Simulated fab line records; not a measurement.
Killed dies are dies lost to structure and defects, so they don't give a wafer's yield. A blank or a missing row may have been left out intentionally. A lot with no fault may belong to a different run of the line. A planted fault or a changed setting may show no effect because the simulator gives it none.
fab line records -- flow n5Finfet
[record] lots = 7, wafers = 21, lastDay = 19
route steps=1938 shown BEOL_M5@1164 PASSIVATION@1936
lots that met no fault: taken from a fault-free run of the same line
startH: the number of hours between the record's first day and the start of the first shown wafer of the lot -- waitH: hours from the lot's prior step to this one -- " repeats the value in the row above -- L1.1+2: one row covering several wafers at once -- - value missing, or start not given -- * or withheld: withheld -- < > ~ a bound
route shown NAME@n: names a module that has steps shown in the file, with the first one's number in the route -- usual: mean/standard deviation of fault-free wafers -- same: alike in all rows -- chamber/n: place in a boat -- sites: readings site by site -- _std_site: the standard deviation of these -- _edge_site: the outer-site mean with the inner-site mean subtracted -- radiusMm: how far each site lies from the wafer's centre -- mask NAME#n: copy n -- behind: tool/chamber where the wafer was last shaped -- hold: what put the lot on hold/how long, in hours/how the hold closed -- device: the n, p or np transistor that did not switch -- end of line: the same wafers' tests at the end of the route -- where a step has no rows: the recipe by itself -- killed: the dies lost at the first sort to structure and to defects; this is not the yield of the wafer -- map: a wafer's dies, marking killed ones x, the rest . and places with no die _
set.NAME: the run value of the setting; set.NAME@STEP: its run value at that earlier step -- model.NAME: the simulator's own value behind a step, which no gauge read
lots seen at some steps along the route; tables by step, rows by wafer
services: a tool's chamber out of use, with start hour (startH, from the record's first day; less than 0 if before it), hours out, and reason
[[steps]]
[step N5_BEOL_M5_HM_STRIP_39]
[recipe] chemistry = peroxideTinStrip, material = TiN, targetDepthA = 250, tempC = 50, timeS = 158
[step N5_BEOL_M5_SRD_40]
[recipe] timeS = 30, tempC = 23, rinseLiquid = diw, dry = ipaMarangoni
[step N5_BEOL_M5_PRECLEAN_42]
[recipe] chemistry = residueRemover, timeS = 60, tempC = 40
[step N5_BEOL_M5_SRD_43]
[recipe] timeS = 30, tempC = 23, rinseLiquid = diw, dry = ipaMarangoni
[step N5_BEOL_M5_CD_MEAS_35]
[recipe] targetCdNm = 28, targetCdYNm = 24, polarity = opening
[usual] cdNm = 28.0/0.3
lot.wafer,tool,chamber,startH,waitH,cdNm
L502.1,cdSem-01,-,221.14,0.0,28.0
L502.3,cdSem-01,-,221.14,0.0,27.8
L502.4,cdSem-01,-,221.14,0.0,27.6
L508.3,cdSem-01,-,281.34,0.0,27.9
L508.5,cdSem-01,-,281.34,0.0,28.0
L508.6,cdSem-01,-,281.34,0.0,27.9
L510.1,cdSem-02,-,288.29,0.0,28.3
L510.4,cdSem-02,-,288.29,0.0,28.0
L510.6,cdSem-02,-,288.29,0.0,27.9
L509.2,cdSem-01,-,297.83,0.0,27.5
L509.3,cdSem-01,-,297.83,0.0,27.9
L509.4,cdSem-01,-,297.83,0.0,28.0
L511.2,cdSem-01,-,302.49,0.0,28.6
L511.5,cdSem-01,-,302.49,0.0,28.3
L511.6,cdSem-01,-,302.49,0.0,28.5
L515.1,cdSem-02,-,304.62,0.0,28.3
L515.4,cdSem-02,-,304.62,0.0,28.1
L515.6,cdSem-02,-,304.62,0.0,28.1
L518.2,cdSem-02,-,341.27,0.0,27.7
L518.3,cdSem-02,-,341.27,0.0,27.9
L518.4,cdSem-02,-,341.27,0.0,27.8
[step N5_BEOL_M5_CURE_80]
[recipe] tempC = 370, timeS = 120, ambient = DMADMS/He, material = SiCOH_lowk
[step N5_BEOL_M5_DEGAS_44]
[recipe] ambient = vacuum, tempC = 250, timeS = 60
[usual] heaterPowerW = 326/29
lot.wafer,tool,chamber,startH,waitH,heaterPowerW
L502.1,pvdSputter-01,-,221.57,0.3,275
L502.3,pvdSputter-01,-,221.57,0.3,334
L502.4,pvdSputter-01,-,221.57,0.3,331
L508.3,pvdSputter-03,-,281.83,0.3,310
L508.5,pvdSputter-03,-,281.83,0.3,296
L508.6,pvdSputter-03,-,281.83,0.3,352
L510.1,pvdSputter-01,-,289.23,0.5,323
L510.4,pvdSputter-01,-,289.23,0.5,260
L510.6,pvdSputter-01,-,289.23,0.5,357
L509.2,pvdSputter-03,-,298.52,0.4,347
L509.3,pvdSputter-03,-,298.52,0.4,315
L509.4,pvdSputter-03,-,298.52,0.4,290
L511.2,pvdSputter-03,-,303.12,0.5,351
L511.5,pvdSputter-03,-,303.12,0.5,308
L511.6,pvdSputter-03,-,303.12,0.5,346
L515.1,pvdSputter-02,-,306.54,1.8,308
L515.4,pvdSputter-02,-,306.54,1.8,378
L515.6,pvdSputter-02,-,306.54,1.8,376
L518.2,pvdSputter-01,-,342.04,0.6,332
L518.3,pvdSputter-01,-,342.04,0.6,352
L518.4,pvdSputter-01,-,342.04,0.6,311
[step N5_BEOL_M5_PRE_CLEAN_45]
[recipe] gas = H2/He, timeS = 30, tempC = 250
[step N5_BEOL_M5_ALD_86]
[recipe] material = TaN, targetThkA = *, tempC = 275, aldPrecursorFamily = PDMAT, aldCoReactant = NH3, pressureTorr = 3, carrierFlowSccm = 1500, pulseTimeS = 2, purgeTimeS = 3, coReactantPurgeTimeS = 2, coReactantPulseTimeS = 3, aldCycles = 30, precursorVesselTempC = 75, precursorVesselPressureTorr = 26.25, precursorVesselCarrierSccm = 1000
[usual] heaterPowerW = 423/65
lot.wafer,tool,chamber,startH,waitH,heaterPowerW
L502.1,aldMetal-04,3,221.67,0.0,393
L502.3,aldMetal-04,1,221.67,0.0,429
L502.4,aldMetal-04,0,221.67,0.0,348
L508.3,aldMetal-03,0,281.93,0.0,525
L508.5,aldMetal-03,3,281.93,0.0,386
L508.6,aldMetal-03,0,281.93,0.0,507
L510.1,aldMetal-01,1,289.39,0.1,566
L510.4,aldMetal-01,2,289.39,0.1,467
L510.6,aldMetal-01,3,289.39,0.1,385
L509.2,aldMetal-04,2,298.62,0.0,416
L509.3,aldMetal-04,3,298.62,0.0,393
L509.4,aldMetal-04,1,298.62,0.0,436
L511.2,aldMetal-04,3,303.22,0.0,377
L511.5,aldMetal-04,1,303.22,0.0,437
L511.6,aldMetal-04,0,303.22,0.0,342
L515.1,aldMetal-03,1,306.64,0.0,396
L515.4,aldMetal-03,3,306.64,0.0,394
L515.6,aldMetal-03,2,306.64,0.0,336
L518.2,aldMetal-01,0,342.29,0.2,386
L518.3,aldMetal-01,2,342.29,0.2,459
L518.4,aldMetal-01,1,342.29,0.2,553
[step N5_BEOL_M5_SURFACE_TREAT_87]
[recipe] gas = Ar, timeS = *, ionEnergyEv = *, ionCurrentMaCm2 = 0.5, pressureMtorr = *, arFlowSccm = 30
[usual] throttleValvePct = *
lot.wafer,tool,chamber,startH,waitH,throttleValvePct
L502.1,pvdSputter-03,-,221.90,0.1,*
L502.3,pvdSputter-03,-,221.90,0.1,*
L502.4,pvdSputter-03,-,221.90,0.1,*
L508.3,pvdSputter-02,-,282.19,0.2,*
L508.5,pvdSputter-02,-,282.19,0.2,*
L508.6,pvdSputter-02,-,282.19,0.2,*
L510.1,pvdSputter-01,-,289.67,0.2,*
L510.4,pvdSputter-01,-,289.67,0.2,*
L510.6,pvdSputter-01,-,289.67,0.2,*
L509.2,pvdSputter-02,-,298.90,0.2,*
L509.3,pvdSputter-02,-,298.90,0.2,*
L509.4,pvdSputter-02,-,298.90,0.2,*
L511.2,pvdSputter-02,-,303.56,0.2,*
L511.5,pvdSputter-02,-,303.56,0.2,*
L511.6,pvdSputter-02,-,303.56,0.2,*
L515.1,pvdSputter-03,-,307.02,0.3,*
L515.4,pvdSputter-03,-,307.02,0.3,*
L515.6,pvdSputter-03,-,307.02,0.3,*
L518.2,pvdSputter-01,-,342.57,0.2,*
L518.3,pvdSputter-01,-,342.57,0.2,*
L518.4,pvdSputter-01,-,342.57,0.2,*
[step N5_BEOL_M5_CVD_47]
[recipe] material = Co, targetThkA = 30, tempC = withheld, precursor = CCTBA/H2, pressureTorr = 30, timeS = 216
[step N5_BEOL_M5_SPUTTER_48]
[recipe] material = Cu, targetThkA = 150, tempC = -20, chamberPressurePa = 0.07, powerW = withheld, timeS = 27.62
[usual] chamberPressurePa = 0.06998/0.00015, throttleValvePct = 30.3/1.3
lot.wafer,tool,chamber,startH,waitH,chamberPressurePa,throttleValvePct
L502.1,pvdSputter-01,-,222.11,0.1,0.06999,30.0
L502.3,pvdSputter-01,-,222.11,0.1,0.07012,31.7
L502.4,pvdSputter-01,-,222.11,0.1,0.06985,30.7
L508.3,pvdSputter-02,-,282.53,0.1,0.06995,29.5
L508.5,pvdSputter-02,-,282.53,0.1,0.06989,29.4
L508.6,pvdSputter-02,-,282.53,0.1,0.0701,31.6
L510.1,pvdSputter-02,-,289.93,0.1,0.07002,28.5
L510.4,pvdSputter-02,-,289.93,0.1,0.06979,30.0
L510.6,pvdSputter-02,-,289.93,0.1,0.07019,28.1
L509.2,pvdSputter-02,-,299.13,0.1,0.06993,28.8
L509.3,pvdSputter-02,-,299.13,0.1,0.06994,29.3
L509.4,pvdSputter-02,-,299.13,0.1,0.06959,29.8
L511.2,pvdSputter-01,-,303.80,0.1,0.06992,33.1
L511.5,pvdSputter-01,-,303.80,0.1,0.07026,31.6
L511.6,pvdSputter-01,-,303.80,0.1,0.07013,32.8
L515.1,pvdSputter-03,-,307.38,0.2,0.06982,30.8
L515.4,pvdSputter-03,-,307.38,0.2,0.07,29.2
L515.6,pvdSputter-03,-,307.38,0.2,0.06988,30.1
L518.2,pvdSputter-02,-,342.80,0.1,0.06979,28.5
L518.3,pvdSputter-02,-,342.80,0.1,0.07005,31.5
L518.4,pvdSputter-02,-,342.80,0.1,0.07014,29.3
[step N5_BEOL_M5_ANNEAL_49]
[recipe] tempC = 400, timeS = 1800, ambient = vacuum
[usual] heaterPowerW = 818/70, susceptorTempC = 400.01/0.22
lot.wafer,tool,chamber,startH,waitH,heaterPowerW,susceptorTempC
L502.1,pvdSputter-01,-,222.19,0.0,762,399.66
L502.3,pvdSputter-01,-,222.19,0.0,701,400.28
L502.4,pvdSputter-01,-,222.19,0.0,861,400.20
L508.3,pvdSputter-02,-,282.61,0.0,-,-
L508.5,pvdSputter-02,-,282.61,0.0,-,-
L508.6,pvdSputter-02,-,282.61,0.0,-,-
L510.1,pvdSputter-02,-,290.01,0.0,-,-
L510.4,pvdSputter-02,-,290.01,0.0,-,-
L510.6,pvdSputter-02,-,290.01,0.0,-,-
L509.2,pvdSputter-02,-,299.21,0.0,-,-
L509.3,pvdSputter-02,-,299.21,0.0,-,-
L509.4,pvdSputter-02,-,299.21,0.0,-,-
L511.2,pvdSputter-01,-,303.88,0.0,822,399.82
L511.5,pvdSputter-01,-,303.88,0.0,686,399.87
L511.6,pvdSputter-01,-,303.88,0.0,811,400.10
L515.1,pvdSputter-03,-,307.46,0.0,785,399.71
L515.4,pvdSputter-03,-,307.46,0.0,882,400.03
L515.6,pvdSputter-03,-,307.46,0.0,888,400.14
L518.2,pvdSputter-02,-,342.88,0.0,947,399.43
L518.3,pvdSputter-02,-,342.88,0.0,905,400.09
L518.4,pvdSputter-02,-,342.88,0.0,773,399.85
[step N5_BEOL_M5_SPUTTER_81]
[recipe] material = Cu, targetThkA = 150, tempC = -20, chamberPressurePa = 0.07, powerW = withheld, timeS = 27.62
[usual] chamberPressurePa = 0.07002/0.00014, throttleValvePct = 30.3/1.3
lot.wafer,tool,chamber,startH,waitH,chamberPressurePa,throttleValvePct
L502.1,pvdSputter-01,-,223.20,0.5,0.0701,29.8
L502.3,pvdSputter-01,-,223.20,0.5,0.06996,31.7
L502.4,pvdSputter-01,-,223.20,0.5,0.07008,30.6
L508.3,pvdSputter-02,-,283.61,0.5,0.07016,29.4
L508.5,pvdSputter-02,-,283.61,0.5,0.07017,29.3
L508.6,pvdSputter-02,-,283.61,0.5,0.07005,31.6
L510.1,pvdSputter-02,-,291.02,0.5,0.07011,28.7
L510.4,pvdSputter-02,-,291.02,0.5,0.06988,30.0
L510.6,pvdSputter-02,-,291.02,0.5,0.0702,28.3
L509.2,pvdSputter-02,-,300.22,0.5,0.06975,28.7
L509.3,pvdSputter-02,-,300.22,0.5,0.06988,29.2
L509.4,pvdSputter-02,-,300.22,0.5,0.07016,30.0
L511.2,pvdSputter-01,-,304.89,0.5,0.06997,33.3
L511.5,pvdSputter-01,-,304.89,0.5,0.07003,31.5
L511.6,pvdSputter-01,-,304.89,0.5,0.0699,33.1
L515.1,pvdSputter-03,-,308.47,0.5,0.07024,30.7
L515.4,pvdSputter-03,-,308.47,0.5,0.07,29.2
L515.6,pvdSputter-03,-,308.47,0.5,0.0699,30.3
L518.2,pvdSputter-02,-,343.89,0.5,0.06986,28.1
L518.3,pvdSputter-02,-,343.89,0.5,0.06991,31.6
L518.4,pvdSputter-02,-,343.89,0.5,0.07026,29.2
[step N5_PASSIVATION_PROBE_49]
[usual] defectLimitedYield = 91.0/1.5, killed_at_M0_to_M3 = 35/11, killed_at_M4_up = 13/5, killedAtContacts = 12/5.9, killedAtFrontEnd = 42/13, killedAtOther = 3/3.2, killedDies = 106/18, killedOpen = 69/13, killedShort = 35/8.9, sort_bin_5_function = 5.2/0.95, sort_bin_6_memory = 3.3/0.71, sortNPass = 1074/18, sortYieldPct = 91.0/1.5
[same] grossDies = 1180, killedAtBackSide = 0, sort_bin_4_leakage[%] = 0, sort_bin_8_speed[%] = 0
lot.wafer,tool,chamber,startH,waitH,defectLimitedYield[%],killed_at_M0_to_M3,killed_at_M4_up,killedAtContacts,killedAtFrontEnd,killedAtOther,killedDies,killedOpen,killedShort,sort_bin_5_function[%],sort_bin_6_memory[%],sortNPass,sortYieldPct[%]
L502.1,prober-02,-,320.04,0.0,90.6,48,8,10,38,7,111,74,33,4.5,4.3,1069,90.6
L502.3,prober-02,-,320.14,0.1,91.5,45,7,18,26,4,100,65,33,4.8,3.3,1080,91.5
L502.4,prober-02,-,320.19,0.2,90.6,42,6,21,34,8,111,69,40,5.5,3.4,1069,90.6
L508.3,prober-02,-,377.21,0.2,89.0,47,16,13,48,6,130,80,50,5.7,4.6,1050,89.0
L508.5,prober-02,-,377.31,0.3,89.5,39,13,14,51,7,124,82,40,5.4,4.7,1056,89.5
L508.6,prober-02,-,377.36,0.4,91.6,27,8,9,49,6,99,57,42,5.2,2.5,1081,91.6
L510.1,prober-01,-,392.04,0.0,92.0,30,17,16,29,2,94,72,22,5.1,2.7,1086,92.0
L510.4,prober-01,-,392.19,0.2,93.1,20,11,7,40,4,82,58,24,4.2,2.6,1098,93.1
L510.6,prober-01,-,392.29,0.3,90.8,26,12,13,45,12,108,59,41,4.6,3.3,1072,90.8
L511.2,prober-02,-,402.39,0.1,92.7,20,7,17,36,6,86,63,21,4.7,2.5,1094,92.7
L511.5,prober-02,-,402.54,0.2,91.9,26,13,10,41,5,95,66,29,5.3,2.5,1085,91.9
L511.6,prober-02,-,402.59,0.3,94.0,27,8,6,30,0,71,46,21,3.8,2.2,1109,94.0
L509.2,prober-01,-,409.06,0.1,91.9,30,9,8,47,1,95,59,30,4.5,3.0,1085,91.9
L509.3,prober-01,-,409.11,0.1,90.8,24,10,15,59,0,108,79,28,5.3,3.6,1072,90.8
L509.4,prober-01,-,409.16,0.2,90.4,32,19,14,46,2,113,73,33,5.6,3.7,1067,90.4
L515.1,prober-02,-,409.61,0.0,90.3,53,14,10,38,0,115,61,50,5.8,3.5,1065,90.3
L515.4,prober-02,-,409.76,0.2,90.7,42,11,15,41,1,110,62,43,5.5,3.6,1070,90.7
L515.6,prober-02,-,409.86,0.3,90.3,49,6,13,47,0,115,55,57,5.4,3.9,1065,90.3
L518.2,prober-02,-,444.96,0.1,92.8,34,7,13,30,1,85,56,29,4.7,2.4,1095,92.8
L518.3,prober-02,-,445.01,0.1,88.0,63,16,15,46,2,142,90,48,7.7,4.0,1038,88.0
L518.4,prober-02,-,445.06,0.2,90.6,53,9,16,33,0,111,61,43,4.4,3.7,1069,90.6
// killed by level:class
L502.1 BEOL_M2:geometricParticle:open=15 BEOL_M0_SAQP:geometricParticle:open=11 BEOL_M3:geometricParticle:open=10 MOL_CONTACT_COAG:geometricParticle:open=8 GATE_CUT:geometricParticle:short=7 BEOL_M0_SAQP:geometricParticle:short=7 STI_FIN_REVEAL:geometricParticle:open=6 FIN_SAQP:geometricParticle:open=3
L502.3 MOL_CONTACT_COAG:geometricParticle:open=14 BEOL_M0_SAQP:geometricParticle:open=11 BEOL_M2:geometricParticle:open=11 BEOL_M0_SAQP:geometricParticle:short=9 GATE_CUT:geometricParticle:open=7 GATE_CUT:geometricParticle:short=5 MOL_CONTACT_COAG:geometricParticle:short=4 BEOL_M2:geometricParticle:short=4
L502.4 MOL_CONTACT_COAG:geometricParticle:open=18 BEOL_M2:geometricParticle:open=12 BEOL_M3:geometricParticle:open=9 GATE_CUT:geometricParticle:short=8 FIN_SAQP:geometricParticle:open=6 BEOL_M0_SAQP:geometricParticle:short=6 FIN_SAQP:geometricParticle:short=5 GATE_CUT:geometricParticle:open=4
L508.3 BEOL_M2:geometricParticle:open=16 FIN_SAQP:geometricParticle:open=8 MOL_CONTACT_COAG:geometricParticle:open=8 BEOL_M0_SAQP:geometricParticle:open=8 FIN_SAQP:geometricParticle:short=7 GATE_CUT:geometricParticle:open=7 GATE_CUT:geometricParticle:short=7 BEOL_M0_SAQP:geometricParticle:short=7
L508.5 STI_FIN_REVEAL:geometricParticle:open=15 MOL_CONTACT_COAG:geometricParticle:open=12 BEOL_M3:geometricParticle:open=11 FIN_SAQP:geometricParticle:short=9 BEOL_M2:geometricParticle:open=9 BEOL_M0_SAQP:geometricParticle:short=7 BEOL_M1:geometricParticle:open=6 DUMMY_GATE:geometricParticle:short=4
L508.6 FIN_SAQP:geometricParticle:short=9 STI_FIN_REVEAL:geometricParticle:open=8 MOL_CONTACT_COAG:geometricParticle:open=8 BEOL_M0_SAQP:geometricParticle:short=7 GATE_CUT:geometricParticle:short=6 BEOL_M2:geometricParticle:open=6 GATE_CUT:geometricParticle:open=5 STARTING-WAFER:geometricParticle:short=5
L510.1 MOL_CONTACT_COAG:geometricParticle:open=13 FIN_SAQP:geometricParticle:open=11 BEOL_M1:geometricParticle:open=10 BEOL_M3:geometricParticle:open=8 STI_FIN_REVEAL:geometricParticle:open=7 BEOL_M4:geometricParticle:open=7 BEOL_M0_SAQP:geometricParticle:short=5 BEOL_M4:geometricParticle:short=4
L510.4 FIN_SAQP:geometricParticle:open=11 BEOL_M4:geometricParticle:open=7 DUMMY_GATE:geometricParticle:open=6 GATE_CUT:geometricParticle:short=5 BEOL_M1:geometricParticle:open=5 STI_FIN_REVEAL:geometricParticle:open=4 MOL_CONTACT_COAG:geometricParticle:open=4 BEOL_M0_SAQP:geometricParticle:open=4
L510.6 STI_FIN_REVEAL:geometricParticle:open=10 MOL_CONTACT_COAG:geometricParticle:open=9 HKMG_FIN:areaEtch=7 GATE_CUT:geometricParticle:short=6 BEOL_M0_SAQP:geometricParticle:open=6 MIM_TOP_ETCH:geometricParticle:short=5 MIM_TOP_ETCH:geometricParticle:open=5 MOL_CONTACT_COAG:geometricParticle:short=4
L511.2 MOL_CONTACT_COAG:geometricParticle:open=15 FIN_SAQP:geometricParticle:open=11 STI_FIN_REVEAL:geometricParticle:open=6 FIN_SAQP:geometricParticle:short=5 BEOL_M0:geometricParticle:open=5 BEOL_M2:geometricParticle:open=5 STARTING-WAFER:geometricParticle:open=5 BEOL_M3:geometricParticle:open=4
L511.5 FIN_SAQP:geometricParticle:open=12 BEOL_M4:geometricParticle:open=8 STI_FIN_REVEAL:geometricParticle:open=5 MOL_CONTACT_COAG:geometricParticle:short=5 MOL_CONTACT_COAG:geometricParticle:open=5 BEOL_M1:geometricParticle:open=5 BEOL_M2:geometricParticle:open=5 FIN_CUT:geometricParticle:short=4
L511.6 BEOL_M3:geometricParticle:open=12 STI_FIN_REVEAL:geometricParticle:open=8 BEOL_M0_SAQP:geometricParticle:open=6 FIN_SAQP:geometricParticle:open=4 MOL_CONTACT_COAG:geometricParticle:open=4 BEOL_M0_SAQP:geometricParticle:short=4 STARTING-WAFER:geometricParticle:short=3 FIN_SAQP:geometricParticle:short=2
L509.2 STI_FIN_REVEAL:geometricParticle:open=7 FIN_SAQP:geometricParticle:open=6 FIN_SAQP:geometricParticle:short=6 BEOL_M3:geometricParticle:open=6 MOL_CONTACT_COAG:geometricParticle:open=6 BEOL_M0_SAQP:geometricParticle:open=5 BEOL_M0:geometricParticle:open=5 ILD0:geometricParticle:short=4
L509.3 FIN_SAQP:geometricParticle:open=18 MOL_CONTACT_COAG:geometricParticle:open=13 FIN_SAQP:geometricParticle:short=9 STI_FIN_REVEAL:geometricParticle:open=7 BEOL_M2:geometricParticle:open=6 DUMMY_GATE:geometricParticle:open=5 BEOL_M0_SAQP:geometricParticle:open=5 BEOL_M1:geometricParticle:open=5
L509.4 FIN_SAQP:geometricParticle:open=23 MOL_CONTACT_COAG:geometricParticle:open=10 FIN_SAQP:geometricParticle:short=8 BEOL_M4:geometricParticle:open=8 BEOL_M2:geometricParticle:open=7 BEOL_M0:geometricParticle:open=5 BEOL_M2:geometricParticle:short=5 BEOL_M3:geometricParticle:open=4
L515.1 BEOL_M0_SAQP:geometricParticle:short=16 BEOL_M0_SAQP:geometricParticle:open=14 FIN_SAQP:geometricParticle:short=11 BEOL_M1:geometricParticle:open=11 MOL_CONTACT_COAG:geometricParticle:open=7 STI_FIN_REVEAL:geometricParticle:open=6 BEOL_M1:geometricParticle:short=5 FIN_SAQP:geometricParticle:open=4
L515.4 MOL_CONTACT_COAG:geometricParticle:open=13 BEOL_M0_SAQP:geometricParticle:open=13 BEOL_M0_SAQP:geometricParticle:short=12 STI_FIN_REVEAL:geometricParticle:open=8 FIN_SAQP:geometricParticle:short=7 FIN_SAQP:geometricParticle:open=6 BEOL_M4:geometricParticle:open=6 GATE_CUT:geometricParticle:short=4
L515.6 BEOL_M0_SAQP:geometricParticle:short=14 FIN_SAQP:geometricParticle:short=13 GATE_CUT:geometricParticle:short=11 BEOL_M0_SAQP:geometricParticle:open=11 MOL_CONTACT_COAG:geometricParticle:open=7 BEOL_M1:geometricParticle:open=7 BEOL_M1:geometricParticle:short=6 STI_FIN_REVEAL:geometricParticle:open=5
L518.2 MOL_CONTACT_COAG:geometricParticle:open=10 BEOL_M0_SAQP:geometricParticle:open=9 BEOL_M1:geometricParticle:open=9 FIN_SAQP:geometricParticle:short=6 STI_FIN_REVEAL:geometricParticle:open=6 BEOL_M0_SAQP:geometricParticle:short=6 GATE_CUT:geometricParticle:short=5 BEOL_M4:geometricParticle:open=3
L518.3 BEOL_M0_SAQP:geometricParticle:short=23 STI_FIN_REVEAL:geometricParticle:open=21 BEOL_M1:geometricParticle:open=16 MOL_CONTACT_COAG:geometricParticle:open=13 BEOL_M0_SAQP:geometricParticle:open=11 BEOL_M4:geometricParticle:open=7 FIN_SAQP:geometricParticle:open=5 BEOL_M3:geometricParticle:open=5
L518.4 BEOL_M0_SAQP:geometricParticle:short=17 MOL_CONTACT_COAG:geometricParticle:open=13 BEOL_M0_SAQP:geometricParticle:open=13 BEOL_M1:geometricParticle:open=7 HKMG_FIN:areaEtch=6 FIN_SAQP:geometricParticle:short=5 FIN_SAQP:geometricParticle:open=5 STI_FIN_REVEAL:geometricParticle:open=5
[[services]]
tool,chamber,startH,hours,kind
aldMetal-04,-,200.95,14.6,pm
aldMetal-03,-,210.27,1.3,repair
aldMetal-04,2,227.97,5.6,repair
pvdSputter-02,-,229.10,4.9,repair
aldMetal-04,3,236.81,5.7,repair
pvdSputter-01,-,264.67,2.1,repair
aldMetal-01,0,268.20,23.7,repair
aldMetal-01,3,283.16,4.9,repair
aldMetal-01,0,317.71,9.4,repair
aldMetal-04,-,337.25,14.0,pm
aldMetal-04,0,337.25,14.0,ventCycle
aldMetal-04,1,337.25,14.0,ventCycle
aldMetal-04,2,337.25,14.0,ventCycle
aldMetal-04,3,337.25,14.0,ventCycle
[[key]]
[firstSign] step = N5_BEOL_M5_ANNEAL_49, reading = toolRecord, direction = missing
effect none on later readings
metAt N5_BEOL_M5_ANNEAL_49
struckWafers L508.3,L508.5,L508.6,L509.2,L509.3,L509.4,L510.1,L510.4,L510.6
[fault] kind = skippedStepWhole, tool = pvdSputter-02, chamber = -, onsetH = 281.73, steps = N5_BEOL_M5_ANNEAL_49, scope = struckLotsOnly
